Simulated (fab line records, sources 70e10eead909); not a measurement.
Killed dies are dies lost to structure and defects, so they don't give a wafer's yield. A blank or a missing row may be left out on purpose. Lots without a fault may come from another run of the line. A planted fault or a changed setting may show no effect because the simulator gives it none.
fab line records | flow nand_harc
record lots=5 wafers=15 last_day=23
route steps=1159 shown P_GATE@215 P_CONTACT@217
lots that met no fault: from a run of the same line without faults
start_h: hours from the record's first day to the start of the lot's first wafer shown | wait_h: hours since the lot's step before | " the same as in the row above | L1.1+2: a row that stands for several wafers | - no value, or no start given | * or withheld: withheld | < > ~ a bound
route shown NAME@n: a module of which the file shows steps, and the number in the route of the first | usual: mean/standard deviation of fault-free wafers | same: alike in all rows | chamber/n: place in a boat | sites: the reading at each site | _std_site: their standard deviation | _edge_site: outer sites' mean less inner sites' | radius_mm: how far each site lies from the wafer's centre | mask NAME#n: copy n | behind: the tool/chamber that last shaped the wafer | hold: why the lot was held/for how many hours/how that ended | device: the transistor (n, p or np) that didn't switch | end of line: the same wafers' tests at the end of the route | a step without rows: its recipe alone | killed: dies lost to structure and defects at the first sort, not the wafer's yield | map: a wafer's dies, x killed, . not, _ none there
set.NAME: the setting as run; set.NAME@STEP: as run at that earlier step | model.NAME: the simulator's own value behind a step, which no gauge read
lots at some steps of the route; a table a step, a row a wafer
services: from which hour (start_h, from the record's first day; less than 0 if before it) a tool's chamber was out of use, for how many hours, and why
## steps
# step NHARC_P_GATE_RTA_82
# recipe temp_c=450 time_s=30
# usual lamp_power_pct=3.9/0.33 lamp_zone_1_pct=3.9/0.33 lamp_zone_2_pct=3.9/0.33 wafer_temp_C_max=452.1/0.43
# columns lot.wafer tool chamber start_h wait_h lamp_power_pct lamp_zone_1_pct lamp_zone_2_pct wafer_temp_C_max
L079.1 rtp_anneal-01 0 136.78 - 4.2 4.2 4.2 451.8
L079.2 " 0 " " 4.2 4.2 4.2 452.5
L079.3 " 0 " " 4.2 4.2 4.2 452.1
L081.1 rtp_anneal-02 0 152.15 - 3.5 3.5 3.5 452.2
L081.3 " 0 " " 3.5 3.5 3.5 453.0
L081.4 " 0 " " 3.5 3.5 3.5 452.9
L084.2 rtp_anneal-02 0 164.72 - 3.5 3.5 3.5 452.2
L084.3 " 0 " " 3.5 3.5 3.5 451.9
L084.4 " 0 " " 3.5 3.5 3.5 451.9
L086.2 rtp_anneal-02 0 186.35 - 3.5 3.5 3.5 453.5
L086.3 " 0 " " 3.5 3.5 3.5 452.8
L086.4 " 0 " " 3.5 3.5 3.5 452.5
L093.1 rtp_anneal-02 0 222.01 - 3.5 3.5 3.5 452.6
L093.2 " 0 " " 3.5 3.5 3.5 452.2
L093.5 " 0 " " 3.5 3.5 3.5 452.5
# step NHARC_P_GATE_INSPECT_68
# usual raw_defect_count=209/78
# columns lot.wafer tool chamber start_h wait_h raw_defect_count
L079.1 defect_inspect-01 - 136.98 0.2 197
L079.2 " - " " 164
L079.3 " - " " 246
L081.1 defect_inspect-02 - 152.34 0.2 413
L081.3 " - " " 172
L081.4 " - " " 268
L084.2 defect_inspect-02 - 164.89 0.1 199
L084.3 " - " " 168
L084.4 " - " " 150
L086.2 defect_inspect-01 - 186.52 0.1 159
L086.3 " - " " 158
L086.4 " - " " 125
L093.1 defect_inspect-01 - 222.21 0.2 124
L093.2 " - " " 101
L093.5 " - " " 116
# step NHARC_P_CONTACT_DEP_30
# recipe target_thk_a=300 temp_c=400 target_thk_nm=30 flow_sccm=200 rf_w=450 material=SiNx
# usual heater_power_w=712/93
# columns lot.wafer tool chamber start_h wait_h heater_power_w
L079.2 pecvd-03 0 137.05 0.1 705
L079.3 " 1 " " 622
L079.1 " 2 " " 752
L081.3 pecvd-04 0 152.41 0.1 618
L081.1 " 2 " " 775
L081.4 " 2 " " 789
L084.3 pecvd-04 2 164.96 0.1 743
L084.2 " 1 " " 780
L084.4 " 0 " " 555
L086.3 pecvd-04 2 186.59 0.1 699
L086.2 " 0 " " 636
L086.4 " 1 " " 731
L093.1 pecvd-03 1 222.32 0.1 599
L093.2 " 2 " " 755
L093.5 " 1 " " 597
# step NHARC_P_CONTACT_DEP_00
# recipe target_thk_a=5000 temp_c=400 pressure_torr=6.5 rf_w=900 teos_flow_sccm=161.4 flow_sccm=2650 target_thk_nm=500 gas=O2 material=SiO2
# usual heater_power_w=537/94 throttle_valve_pct=15.9/0.62
# columns lot.wafer tool chamber start_h wait_h heater_power_w throttle_valve_pct
L079.2 pecvd-03 0 - - 541 15.5
L079.3 " 1 " " 498 14.8
L079.1 " 2 " " 550 15.6
L081.3 pecvd-04 0 - - 413 17.0
L081.1 " 2 " " 558 16.7
L081.4 " 2 " " 566 16.7
L084.3 pecvd-04 2 - - 487 16.9
L084.2 " 1 " " 705 16.3
L084.4 " 0 " " 344 16.9
L086.3 pecvd-04 2 - - 470 16.8
L086.2 " 0 " " 418 16.8
L086.4 " 1 " " 712 16.2
L093.1 pecvd-03 1 - - 440 15.1
L093.2 " 2 " " 541 15.3
L093.5 " 1 " " 446 14.8
# step NHARC_P_CONTACT_CMP_01
# recipe target_thk_nm=200 material=SiO2
# usual motor_current_A=11.9/1.1 slurry_filter_dp_kPa=13.47/0.15
# columns lot.wafer tool chamber start_h wait_h motor_current_A slurry_filter_dp_kPa
L079.3 cmp-01 2 137.76 - 10.3 13.51
L079.1 " 0 " " 12.2 13.67
L079.2 " 1 " " 12.1 13.37
L081.1 cmp-02 2 153.15 - 12.2 13.44
L081.4 " 3 " " 13.0 13.50
L081.3 " 0 " " 14.6 13.50
L084.4 cmp-01 2 165.66 - 10.2 13.72
L084.3 " 3 " " 11.1 13.65
L084.2 " 0 " " 12.5 13.26
L086.3 cmp-04 1 187.30 - 12.3 13.46
L086.4 " 2 " " 13.3 13.43
L086.2 " 3 " " 11.7 13.45
L093.2 cmp-01 0 223.01 - 12.1 13.42
L093.1 " 1 " " 11.1 13.55
L093.5 " 0 " " 12.7 13.55
# step NHARC_P_CONTACT_SRD_03
# columns lot.wafer tool chamber start_h wait_h
L079.1+2+3 wet_bench-01 2,5,6 138.07 0.0
L081.4+3+1 wet_bench-01 2,4,6 153.42 0.0
L084.4+3+2 wet_bench-01 2,5,7 165.96 0.0
L086.4+3+2 wet_bench-01 6,0,2 187.60 0.0
L093.5+2+1 wet_bench-01 4,6,0 223.29 0.0
# step NHARC_P_CONTACT_DEHYDRATE_04
# recipe temp_c=150 time_s=120
# usual resist_line_temp_C=23.01/0.094
# columns lot.wafer tool chamber start_h wait_h resist_line_temp_C
L079.1 litho_track-01 0 138.14 0.1 23.07
L079.2 " 0 " " 22.99
L079.3 " 0 " " 23.03
L081.1 litho_track-04 0 153.50 0.1 23.01
L081.3 " 0 " " 23.00
L081.4 " 0 " " 22.99
L084.2 litho_track-04 0 166.04 0.1 23.05
L084.3 " 0 " " 23.13
L084.4 " 0 " " 23.12
L086.2 litho_track-01 0 187.68 0.1 23.06
L086.3 " 0 " " 22.97
L086.4 " 0 " " 23.07
L093.1 litho_track-04 0 223.37 0.1 22.89
L093.2 " 0 " " 23.01
L093.5 " 0 " " 22.83
# step NHARC_P_CONTACT_HMDS_05
# recipe time_s=30
# usual resist_line_temp_C=23.01/0.11
# columns lot.wafer tool chamber start_h wait_h resist_line_temp_C
L079.1 litho_track-01 0 - - 23.13
L079.2 " 0 " " 23.00
L079.3 " 0 " " 23.05
L081.1 litho_track-04 0 - - 22.90
L081.3 " 0 " " 23.03
L081.4 " 0 " " 23.03
L084.2 litho_track-04 0 - - 22.85
L084.3 " 0 " " 22.92
L084.4 " 0 " " 22.88
L086.2 litho_track-01 0 - - 22.95
L086.3 " 0 " " 23.04
L086.4 " 0 " " 23.05
L093.1 litho_track-04 0 - - 23.03
L093.2 " 0 " " 23.04
L093.5 " 0 " " 23.08
# step NHARC_P_CONTACT_COAT_33
# recipe temp_c=260 time_s=75
# usual resist_line_temp_C=22.99/0.11
# columns lot.wafer tool chamber start_h wait_h resist_line_temp_C
L079.1 litho_track-01 0 - - 23.07
L079.2 " 0 " " 23.04
L079.3 " 0 " " 22.95
L081.1 litho_track-04 0 - - 22.71
L081.3 " 0 " " 22.82
L081.4 " 0 " " 22.87
L084.2 litho_track-04 0 - - 23.05
L084.3 " 0 " " 23.16
L084.4 " 0 " " 22.78
L086.2 litho_track-01 0 - - 23.18
L086.3 " 0 " " 23.15
L086.4 " 0 " " 23.00
L093.1 litho_track-04 0 - - 23.01
L093.2 " 0 " " 22.94
L093.5 " 0 " " 22.83
# step NHARC_P_CONTACT_COAT_34
# recipe temp_c=225 time_s=65
# usual resist_line_temp_C=22.99/0.11
# columns lot.wafer tool chamber start_h wait_h resist_line_temp_C
L079.1 litho_track-01 0 - - 23.19
L079.2 " 0 " " 23.08
L079.3 " 0 " " 23.06
L081.1 litho_track-04 0 - - 22.95
L081.3 " 0 " " 22.97
L081.4 " 0 " " 23.12
L084.2 litho_track-04 0 - - 23.09
L084.3 " 0 " " 22.93
L084.4 " 0 " " 22.86
L086.2 litho_track-01 0 - - 22.83
L086.3 " 0 " " 22.83
L086.4 " 0 " " 22.87
L093.1 litho_track-04 0 - - 23.08
L093.2 " 0 " " 23.12
L093.5 " 0 " " 22.96
# step NHARC_P_CONTACT_COAT_06
# recipe spin_rpm=1500 resist_thk_nm=90
# usual resist_line_temp_C=23.05/0.11
# columns lot.wafer tool chamber start_h wait_h resist_line_temp_C
L079.1 litho_track-01 0 - - 23.23
L079.2 " 0 " " 23.02
L079.3 " 0 " " 23.03
L081.1 litho_track-04 0 - - 23.07
L081.3 " 0 " " 22.95
L081.4 " 0 " " 23.13
L084.2 litho_track-04 0 - - 23.11
L084.3 " 0 " " 23.06
L084.4 " 0 " " 23.04
L086.2 litho_track-01 0 - - 23.17
L086.3 " 0 " " 23.09
L086.4 " 0 " " 22.92
L093.1 litho_track-04 0 - - 22.77
L093.2 " 0 " " 22.77
L093.5 " 0 " " 22.89
# step NHARC_P_CONTACT_SOFTBAKE_07
# recipe temp_c=105 time_s=55
# usual resist_line_temp_C=23.01/0.11
# columns lot.wafer tool chamber start_h wait_h resist_line_temp_C
L079.1 litho_track-01 0 - - 23.03
L079.2 " 0 " " 23.08
L079.3 " 0 " " 23.13
L081.1 litho_track-04 0 - - 22.97
L081.3 " 0 " " 22.94
L081.4 " 0 " " 23.11
L084.2 litho_track-04 0 - - 23.00
L084.3 " 0 " " 22.87
L084.4 " 0 " " 23.06
L086.2 litho_track-01 0 - - 22.85
L086.3 " 0 " " 22.83
L086.4 " 0 " " 22.88
L093.1 litho_track-04 0 - - 23.17
L093.2 " 0 " " 23.06
L093.5 " 0 " " 23.10
# step NHARC_P_CONTACT_EBR_08
# usual resist_line_temp_C=23.00/0.099
# columns lot.wafer tool chamber start_h wait_h resist_line_temp_C
L079.1 litho_track-01 0 - - 22.92
L079.2 " 0 " " 22.94
L079.3 " 0 " " 23.01
L081.1 litho_track-04 0 - - 22.93
L081.3 " 0 " " 22.86
L081.4 " 0 " " 22.93
L084.2 litho_track-04 0 - - 23.00
L084.3 " 0 " " 22.94
L084.4 " 0 " " 23.01
L086.2 litho_track-01 0 - - 23.03
L086.3 " 0 " " 23.00
L086.4 " 0 " " 22.93
L093.1 litho_track-04 0 - - 22.90
L093.2 " 0 " " 22.87
L093.5 " 0 " " 22.93
# step NHARC_P_CONTACT_EXPOSE_09
# recipe na=1.35 target_cd_nm=90 dose_mj=81.26 mask_id=P_CA
# columns lot.wafer tool chamber start_h wait_h mask
L079.1+2+3 arfi_scanner-01 0 138.46 - P_CA#0
L081.1+3+4 arfi_scanner-02 0 153.69 - P_CA#0
L084.2+3+4 arfi_scanner-02 0 166.36 - P_CA#0
L086.2+3+4 arfi_scanner-01 0 187.99 - P_CA#0
L093.1+2+5 arfi_scanner-02 0 223.68 - P_CA#0
# step NHARC_P_CONTACT_PEB_10
# recipe peb_temp_c=100 peb_time_s=65
# usual resist_line_temp_C=23.00/0.11
# columns lot.wafer tool chamber start_h wait_h resist_line_temp_C
L079.1 litho_track-04 0 138.52 0.1 23.10
L079.2 " 0 " " 22.97
L079.3 " 0 " " 23.07
L081.1 litho_track-06 0 153.75 0.1 22.88
L081.3 " 0 " " 23.06
L081.4 " 0 " " 22.92
L084.2 litho_track-01 0 166.41 0.1 23.11
L084.3 " 0 " " 23.31
L084.4 " 0 " " 23.27
L086.2 litho_track-01 0 188.05 0.1 22.86
L086.3 " 0 " " 23.06
L086.4 " 0 " " 22.94
L093.1 litho_track-04 0 223.74 0.1 22.90
L093.2 " 0 " " 22.88
L093.5 " 0 " " 22.98
# step NHARC_P_CONTACT_DEVELOP_11
# recipe develop_time_s=35 dev_temp_c=23
# usual resist_line_temp_C=23.01/0.11
# columns lot.wafer tool chamber start_h wait_h resist_line_temp_C
L079.1 litho_track-04 0 - - 22.98
L079.2 " 0 " " 22.86
L079.3 " 0 " " 22.91
L081.1 litho_track-06 0 - - 22.87
L081.3 " 0 " " 22.90
L081.4 " 0 " " 22.85
L084.2 litho_track-01 0 - - 22.85
L084.3 " 0 " " 23.03
L084.4 " 0 " " 22.94
L086.2 litho_track-01 0 - - 23.03
L086.3 " 0 " " 22.97
L086.4 " 0 " " 23.17
L093.1 litho_track-04 0 - - 23.01
L093.2 " 0 " " 22.99
L093.5 " 0 " " 22.92
# step NHARC_P_CONTACT_CD_MEAS_12
# recipe target_cd_nm=90 landing_energy_ev=500
# usual cd_nm=90.0/0.93
# columns lot.wafer tool chamber start_h wait_h cd_nm
L079.1 cd_sem-03 0 138.60 - 89.8
L079.2 " 0 " " 88.5
L079.3 " 0 " " 90.5
L081.1 cd_sem-01 0 153.83 - 91.1
L081.3 " 0 " " 89.3
L081.4 " 0 " " 91.4
L084.2 cd_sem-02 0 166.49 - 89.5
L084.3 " 0 " " 88.1
L084.4 " 0 " " 89.6
L086.2 cd_sem-02 0 188.13 - 89.7
L086.3 " 0 " " 90.3
L086.4 " 0 " " 89.9
L093.1 cd_sem-01 0 223.82 - 89.1
L093.2 " 0 " " 89.8
L093.5 " 0 " " 89.8
# step NHARC_P_CONTACT_OVL_MEAS_13
# usual overlay_x_nm=0.4/0.9 overlay_y_nm=0.1/0.71
# columns lot.wafer tool chamber start_h wait_h overlay_x_nm overlay_y_nm
L079.1 overlay-01 - 138.69 - -0.1 0.5
L079.2 " - " " -0.4 1.1
L079.3 " - " " -0.3 1.1
L081.1 overlay-02 - 153.91 - -0.4 1.4
L081.3 " - " " -0.2 1.2
L081.4 " - " " 0.0 0.8
L084.2 overlay-01 - 166.58 - -0.4 1.5
L084.3 " - " " -0.7 1.4
L084.4 " - " " -0.2 1.0
L086.2 overlay-02 - 188.22 - -2.2 -0.1
L086.3 " - " " -1.7 0.0
L086.4 " - " " -2.4 -0.1
L093.1 overlay-02 - 223.92 - 0.6 -1.8
L093.2 " - " " 0.3 -1.9
L093.5 " - " " 0.2 -1.8
# step NHARC_P_CONTACT_INSPECT_14
# usual raw_defect_count=4.1/2.6
# columns lot.wafer tool chamber start_h wait_h raw_defect_count
L079.1 defect_inspect-01 - 138.72 0.0 6
L079.2 " - " " 7
L079.3 " - " " 7
L081.1 defect_inspect-02 - 153.95 0.0 2
L081.3 " - " " 4
L081.4 " - " " 6
L084.2 defect_inspect-02 - 166.62 0.0 5
L084.3 " - " " 5
L084.4 " - " " 4
L086.2 defect_inspect-02 - 188.25 0.0 5
L086.3 " - " " 8
L086.4 " - " " 4
L093.1 defect_inspect-01 - 223.96 0.0 6
L093.2 " - " " 6
L093.5 " - " " 3
# step NHARC_P_CONTACT_DESCUM_17
# recipe time_s=3 o2_flow_sccm=200 ar_flow_sccm=0 bias_power_w=0 chemistry=O2
# usual drypump_motor_current_A=5.8/0.42 oes_product_au=1.002/0.011 rf_vpp_V=57.9/0.79 showerhead_plenum_p_Torr=1.90/0.087 throttle_valve_pct=11.311/0.0088
# columns lot.wafer tool chamber start_h wait_h drypump_motor_current_A oes_product_au rf_hours_counter_h rf_vpp_V showerhead_plenum_p_Torr throttle_valve_pct
L079.3 rie_diel-13 2 138.78 0.1 6.4 0.997 3 57.7 1.80 11.325
L079.1 " 3 " " 5.9 1.012 2 57.1 1.87 11.320
L079.2 " 1 " " 6.2 1.008 3 57.5 2.06 11.323
L081.4 rie_diel-13 1 154.01 0.1 6.3 0.988 4 59.6 2.06 11.326
L081.3 " 3 " " 5.9 1.014 4 58.3 1.87 11.314
L081.1 " 0 " " 6.0 1.008 4 57.0 1.78 11.322
L084.4 rie_diel-03 0 166.68 0.1 5.9 1.010 11 58.9 1.99 11.316
L084.3 " 2 " " 5.6 0.985 12 57.5 1.97 11.324
L084.2 " 3 " " 5.6 0.989 12 57.0 1.89 11.314
L086.3 rie_diel-03 3 188.32 0.1 5.6 1.000 15 58.3 1.89 11.318
L086.4 " 0 " " 5.9 1.016 13 57.7 1.99 11.308
L086.2 " 1 " " 4.9 1.003 13 57.4 1.90 11.311
L093.1 rie_diel-13 1 224.04 0.1 6.2 0.990 12 57.9 2.05 11.309
L093.2 " 2 " " 6.5 1.009 11 57.4 1.80 11.304
L093.5 " 3 " " 5.9 1.006 - 56.6 1.87 11.326
# step NHARC_P_CONTACT_ETCH_35
# recipe target_depth_a=390 over_etch_frac=0.3 time_s=65 ion_energy_ev=80 cf4_flow_sccm=150 ar_flow_sccm=0 rf_w=300 bias_w=100 chemistry=CF4
# usual drypump_motor_current_A=5.8/0.43 oes_product_au=1.003/0.011 rf_vpp_V=151.3/1.2 showerhead_plenum_p_Torr=1.76/0.078 throttle_valve_pct=13.285/0.0094
# same over_etch_frac=0.3
# columns lot.wafer tool chamber start_h wait_h drypump_motor_current_A oes_product_au rf_hours_counter_h rf_vpp_V showerhead_plenum_p_Torr throttle_valve_pct
L079.3 rie_diel-13 2 138.87 0.1 6.5 1.005 3 150.8 1.67 13.289
L079.1 " 3 " " 5.9 1.014 2 151.7 1.73 13.292
L079.2 " 0 " " 6.0 0.998 3 149.7 1.65 13.305
L081.3 rie_diel-13 1 154.10 0.1 6.2 1.001 4 153.2 1.89 13.292
L081.1 " 2 " " 6.5 1.009 4 150.0 1.67 13.278
L081.4 " 3 " " 5.9 1.022 4 151.7 1.73 13.271
L084.2 rie_diel-03 1 166.76 0.1 4.9 1.006 12 152.1 1.76 13.278
L084.4 " 2 " " 5.6 0.985 12 151.5 1.82 13.272
L084.3 " 3 " " 5.6 0.991 12 151.0 1.75 13.295
L086.2 rie_diel-03 3 188.40 0.1 5.6 1.000 15 150.3 1.75 13.277
L086.3 " 0 " " 5.8 1.011 13 152.1 1.83 13.279
L086.4 " 1 " " 5.0 0.997 13 150.6 1.76 13.291
L093.1 rie_diel-13 2 224.11 0.1 6.4 1.012 11 151.2 1.67 13.294
L093.2 " 0 " " 6.0 1.010 12 149.8 1.65 13.306
L093.5 " 2 " " 6.5 1.013 - 148.8 1.67 13.283
# step NHARC_P_CONTACT_ETCH_36
# recipe target_depth_a=2600 over_etch_frac=0.25 time_s=406.25 ion_energy_ev=200 n2_flow_sccm=150 h2_flow_sccm=150 ar_flow_sccm=0 rf_w=400 bias_w=150 chemistry=N2/H2
# usual drypump_motor_current_A=5.8/0.42 h2_flow_sccm=149.9/0.41 n2_flow_sccm=150.0/0.4 oes_product_au=1.001/0.012 rf_vpp_V=430.2/2.8 showerhead_plenum_p_Torr=2.03/0.099 throttle_valve_pct=14.171/0.01
# same over_etch_frac=0.25
# columns lot.wafer tool chamber start_h wait_h drypump_motor_current_A h2_flow_sccm n2_flow_sccm oes_product_au rf_hours_counter_h rf_vpp_V showerhead_plenum_p_Torr throttle_valve_pct
L079.1 rie_diel-13 3 - - 5.9 150.3 150.2 1.013 2 428.2 2.00 14.162
L079.2 " 0 " " 6.0 149.1 149.3 1.001 3 426.7 1.89 14.178
L079.3 " 2 " " 6.5 149.7 150.6 0.991 3 427.2 1.91 14.162
L081.4 rie_diel-13 1 - - 6.2 149.6 149.2 0.993 4 436.2 2.20 14.165
L081.1 " 2 " " 6.5 150.2 150.4 1.019 4 426.8 1.91 14.171
L081.3 " 0 " " 6.0 149.7 150.5 1.006 4 427.1 1.89 14.169
L084.3 rie_diel-03 0 - - 5.9 150.9 150.5 0.994 11 432.9 2.12 14.158
L084.2 " 1 " " 4.9 150.4 149.7 1.015 12 428.8 2.03 14.153
L084.4 " 3 " " 5.6 150.1 149.9 0.982 12 429.4 2.02 14.158
L086.2 rie_diel-03 2 - - 5.6 150.2 150.0 0.967 14 433.0 2.10 14.178
L086.4 " 3 " " 5.6 150.2 149.7 0.999 15 430.4 2.01 14.187
L086.3 " 0 " " 5.9 149.6 150.4 1.008 14 433.4 2.12 14.167
L093.2 rie_diel-13 0 - - 6.0 149.7 149.6 0.996 12 425.6 1.89 14.167
L093.1 " 3 " " 5.8 150.4 149.4 0.996 11 429.4 1.99 14.168
L093.5 " 1 " " 6.3 150.4 150.2 0.997 - 434.0 2.19 14.163
# step NHARC_P_CONTACT_ETCH_18
# recipe target_depth_a=4810 time_s=240.5 c4f8_flow_sccm=20 o2_flow_sccm=10 ar_flow_sccm=withheld rf_w=600 bias_w=1500 chemistry=C4F8/O2/Ar
# usual oes_product_au=0.965/0.017 rf_vpp_V=978/6.1
# columns lot.wafer tool chamber start_h wait_h oes_product_au rf_hours_counter_h rf_vpp_V
L079.3 rie_diel-13 3 - - 0.971 3 975
L079.2 " 1 " " 0.963 3 987
L079.1 " 2 " " 0.970 3 971
L081.3 rie_diel-13 2 - - 0.983 4 970
L081.4 " 3 " " 0.997 4 977
L081.1 " 0 " " 0.989 4 969
L084.3 rie_diel-03 3 - - 0.963 12 976
L084.4 " 0 " " 0.970 11 983
L084.2 " 2 " " 0.974 12 982
L086.2 rie_diel-03 0 - - 0.977 14 983
L086.3 " 1 " " 0.981 13 977
L086.4 " 2 " " 0.937 15 983
L093.1 rie_diel-13 3 - - 0.968 11 976
L093.2 " 1 " " 0.963 13 987
L093.5 " 2 " " 0.990 - 971
# step NHARC_P_CONTACT_STRIP_37
# recipe c4f8_flow_sccm=withheld o2_flow_sccm=8 ar_flow_sccm=withheld bias_w=0 chemistry=C4F8/O2/Ar
# columns lot.wafer tool chamber start_h wait_h
L079.2+1+3 rie_diel-13 2,3,0 - -
L081.4+3+1 rie_diel-13 0,2,3 - -
L084.3+2+4 rie_diel-03 1,3,0 - -
L086.2+3+4 rie_diel-03 0,2,3 - -
L093.2+1+5 rie_diel-13 3,1,3 - -
# step NHARC_P_CONTACT_ETCH_31
# recipe target_depth_a=300 time_s=85.7 ion_energy_ev=120 over_etch_frac=1 ch3f_flow_sccm=50 o2_flow_sccm=30 ar_flow_sccm=200 rf_w=500 bias_w=100 chemistry=CH3F/O2
# usual drypump_motor_current_A=5.9/0.43 oes_product_au=0.985/0.014 rf_vpp_V=244.2/1.6 showerhead_plenum_p_Torr=2.44/0.11 throttle_valve_pct=20.663/0.0082
# same over_etch_frac=1
# columns lot.wafer tool chamber start_h wait_h drypump_motor_current_A oes_product_au rf_hours_counter_h rf_vpp_V showerhead_plenum_p_Torr throttle_valve_pct
L079.3 rie_diel-13 2 - - 6.4 0.973 3 242.2 2.32 20.672
L079.1 " 3 " " 5.9 0.985 3 243.8 2.41 20.654
L079.2 " 1 " " 6.3 0.991 3 247.6 2.64 20.677
L081.1 rie_diel-13 3 - - 5.9 0.993 4 244.8 2.41 20.660
L081.3 " 0 " " 6.0 1.002 4 242.9 2.29 20.662
L081.4 " 1 " " 6.3 0.988 4 246.4 2.64 20.677
L084.2 rie_diel-03 3 - - 5.6 0.968 12 243.4 2.43 20.660
L084.4 " 0 " " 5.8 0.989 11 245.4 2.55 20.678
L084.3 " 2 " " 5.6 0.957 12 244.5 2.53 20.660
L086.3 rie_diel-03 3 - - 5.6 0.982 15 243.1 2.43 20.667
L086.2 " 1 " " 4.9 0.983 13 244.4 2.44 20.660
L086.4 " 2 " " 5.6 0.954 15 245.7 2.53 20.671
L093.2 rie_diel-13 0 - - 6.0 0.983 12 242.5 2.29 20.654
L093.1 " 1 " " 6.2 0.971 13 247.0 2.63 20.641
L093.5 " 3 " " 5.9 0.980 - 244.5 2.41 20.650
# step NHARC_P_CONTACT_CD_MEAS_19
# usual cd_nm=89.4/1.8
# columns lot.wafer tool chamber start_h wait_h cd_nm
L079.1 cd_sem-03 - 139.65 - 90.2
L079.2 " - " " 86.5
L079.3 " - " " 91.8
L081.1 cd_sem-01 - 154.91 - 91.1
L081.3 " - " " 88.4
L081.4 " - " " 93.2
L084.2 cd_sem-02 - 167.55 - 88.9
L084.3 " - " " 85.3
L084.4 " - " " 86.1
L086.2 cd_sem-02 - 189.19 - 87.4
L086.3 " - " " 88.0
L086.4 " - " " 87.1
L093.1 cd_sem-02 - 224.89 - 88.3
L093.2 " - " " 89.1
L093.5 " - " " 91.3
# step NHARC_P_CONTACT_STRIP_28
# recipe o2_flow_sccm=500 ar_flow_sccm=0 bias_w=0 chemistry=O2
# usual drypump_motor_current_A=5.9/0.45 oes_product_au=1.004/0.012 rf_vpp_V=57.8/0.89 showerhead_plenum_p_Torr=3.50/0.15 throttle_valve_pct=17.036/0.0089
# columns lot.wafer tool chamber start_h wait_h drypump_motor_current_A oes_product_au rf_hours_counter_h rf_vpp_V showerhead_plenum_p_Torr throttle_valve_pct
L079.2 rie_diel-13 1 139.73 0.1 6.3 1.009 3 58.0 3.77 17.034
L079.3 " 2 " " 6.5 1.003 3 57.6 3.33 17.035
L079.1 " 0 " " 6.0 1.010 3 56.4 3.30 17.032
L081.3 rie_diel-13 3 155.02 0.1 5.8 1.011 4 57.7 3.46 17.036
L081.4 " 0 " " 6.0 1.012 4 57.1 3.29 17.022
L081.1 " 2 " " 6.5 1.008 4 57.5 3.33 17.035
L084.2 rie_diel-13 0 167.63 0.1 6.0 0.995 5 56.9 3.29 17.030
L084.4 " 1 " " 6.2 1.008 6 58.5 3.77 17.034
L084.3 " 2 " " 6.5 1.011 5 57.1 3.33 17.037
L086.3 rie_diel-13 2 189.26 0.1 6.5 1.008 8 56.7 3.33 17.045
L086.4 " 3 " " 5.9 1.005 7 57.1 3.46 17.015
L086.2 " 1 " " 6.3 1.002 8 56.5 3.77 17.039
L093.1 rie_diel-03 3 224.97 0.1 5.6 0.997 0 57.1 3.49 17.035
L093.2 " 0 " " 5.9 1.010 0 57.8 3.66 17.018
L093.5 " 0 " " 5.9 1.016 - 58.2 3.66 17.025
## services
# columns tool chamber start_h hours kind
litho_track-06 - 117.00 7.0 pm
arfi_scanner-01 - 121.86 1.8 repair
cmp-02 - 129.96 4.0 pm
rie_diel-03 0 133.67 2.8 repair
cmp-02 - 134.37 0.7 repair
litho_track-04 - 141.00 7.0 pm
cmp-02 - 147.73 1.6 repair
cmp-01 - 158.02 2.4 repair
rie_diel-03 0 160.57 5.6 repair
cmp-04 - 164.84 4.5 repair
cmp-01 - 168.16 0.5 repair
cmp-02 - 168.21 2.6 repair
rie_diel-03 1 174.43 8.0 repair
rie_diel-13 - 174.85 0.5 repair
cmp-01 - 179.64 4.0 pm
arfi_scanner-02 - 179.83 4.1 repair
rie_diel-03 2 194.04 20.2 repair
pecvd-04 - 195.04 13.0 pm
cmp-04 - 195.17 0.2 repair
arfi_scanner-01 - 196.00 4.0 pm
rie_diel-13 2 209.92 5.3 repair
wet_bench-01 - 213.60 8.0 pm
rie_diel-03 - 215.44 9.0 pm
cmp-01 - 223.67 3.0 repair
## key
fault none
